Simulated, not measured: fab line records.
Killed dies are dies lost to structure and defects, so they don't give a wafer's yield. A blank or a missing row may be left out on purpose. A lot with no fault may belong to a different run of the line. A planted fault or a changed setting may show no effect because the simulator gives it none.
Split-lot experiment	flow n5Finfet	21 wafers read from 7 lots, route of 1938 steps

## ABOUT THE SPLIT
At N5_SDB_COAT_05 (resist thk 90 nm), the setting spinRpm was moved away from the recipe's 1500 rpm on 5 of the 21 wafers read, by -7.9% to +7.8%. For the rest of the wafers, this setting stayed at what the recipe calls for.

## FROM THE SPLIT TO THE READING: what the file shows between them, 6 steps
- N5_SDB_EBR_07
- N5_SDB_SOFTBAKE_06: time 60 s
- N5_SDB_EXPOSE_08: exposes mask SDB
- N5_SDB_PEB_09: peb time 60 s
- N5_SDB_DEVELOP_10: develop time 30 s
- N5_SDB_DESCUM_16: chemistry O2, time 7.9 s

## THE READING
CAR-ArF_of_SDB_COAT_05.thkNm (the simulator's own value, which no gauge read), in nm, at N5_SDB_ETCH_17 (etches SiARC in CF4, target depth 23.4 nm, time 39 s). The file does not state a usual value for it. Average 66.7 nm, standard deviation 0.23 nm, over the 16 wafers here run with the recipe.

wafer	tool, chamber at the split	spinRpm as run, rpm	against the recipe	CAR-ArF_of_SDB_COAT_05.thkNm, nm	against lot-mates on the recipe
L074.2	lithoTrack-02, 0	1500	recipe	66.4	-
L074.3	lithoTrack-02, 0	1500	recipe	66.6	-
L074.4	lithoTrack-02, 0	1500	recipe	66.6	-
L075.3	lithoTrack-02, 0	1500	recipe	67	-
L075.4	lithoTrack-02, 0	1500	recipe	66.6	-
L075.5	lithoTrack-02, 0	1617	+7.8%	63.4	-3.4
L076.2	lithoTrack-04, 0	1500	recipe	67	-
L076.6	lithoTrack-04, 0	1500	recipe	67	-
L076.5	lithoTrack-04, 0	1382	-7.9%	70.2	+3.2
L087.1	lithoTrack-02, 0	1500	recipe	66.6	-
L087.4	lithoTrack-02, 0	1500	recipe	66.6	-
L087.2	lithoTrack-02, 0	1500	recipe	66.8	-
L093.2	lithoTrack-05, 0	1578	+5.2%	64	-2.6
L093.3	lithoTrack-05, 0	1578	+5.2%	64	-2.6
L093.4	lithoTrack-05, 0	1500	recipe	66.6	-
L094.1	lithoTrack-05, 0	1500	recipe	66.8	-
L094.2	lithoTrack-05, 0	1500	recipe	66.8	-
L094.5	lithoTrack-05, 0	1444	-3.7%	68.6	+1.8
L095.3	lithoTrack-02, 0	1500	recipe	66.2	-
L095.4	lithoTrack-02, 0	1500	recipe	66.4	-
L095.5	lithoTrack-02, 0	1500	recipe	66.4	-

THE FIT
A straight line over all 21 wafers: CAR-ArF_of_SDB_COAT_05.thkNm changes by -0.462 nm for each +1% of spinRpm; r = -0.99; the points scatter about the line by 0.25 nm.
The same after taking each lot's own level away (the mean of its wafers on the recipe; 21 wafers): -0.447 nm for each +1%; r = -0.99; scatter 0.15 nm.
That fit puts the effect of the largest move of spinRpm on the reading at 3.5 nm.
The span of the lots' own levels, 66.33 to 67.00 nm, comes to 2.9 times the standard deviation stated above.
So the lot-to-lot level changes the slope little: the two slopes agree.
Check: +3.68 nm against its lot-mates is what the line predicts for one of the wafers moved furthest among these (-7.9%) when that wafer is left out of the fit. Against them it came out at +3.2 nm.

## OTHER SPLITS APPLIED TO THESE WAFERS
Other splits were also applied to these wafers ahead of the reading. Each is held against what the fit with the lots' levels taken away leaves over:
other split on the same wafers	wafers away from the commonest value	r with CAR-ArF_of_SDB_COAT_05.thkNm (lot level and that fit taken away)
N5_SD_EPI_N_EPI_21 tempC	10	-0.32

## THE WHOLE CHAIN: every reading that the file lists as answering this split, in the file's order
step	what it does	reading	change (the file's fit)	r (the file's)
N5_SDB_COAT_05	resist thk 90 nm	CAR-ArF_of_SDB_COAT_05.thkNm (the simulator's own value, which no gauge read)	-0.433 nm for each +1% of the setting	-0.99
N5_SDB_DEVELOP_10	develop time 30 s	CAR-ArF_of_SDB_COAT_05.thkNm (the simulator's own value, which no gauge read)	-0.424 nm for each +1% of the setting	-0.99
N5_SDB_ETCH_17	etches SiARC in CF4, target depth 23.4 nm, time 39 s	CAR-ArF_of_SDB_COAT_05.thkNm (the simulator's own value, which no gauge read)	-0.439 nm for each +1% of the setting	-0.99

## FILE'S OWN FIT
CAR-ArF_of_SDB_COAT_05.thkNm changes by -0.439 nm for each +1% of spinRpm, r = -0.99.
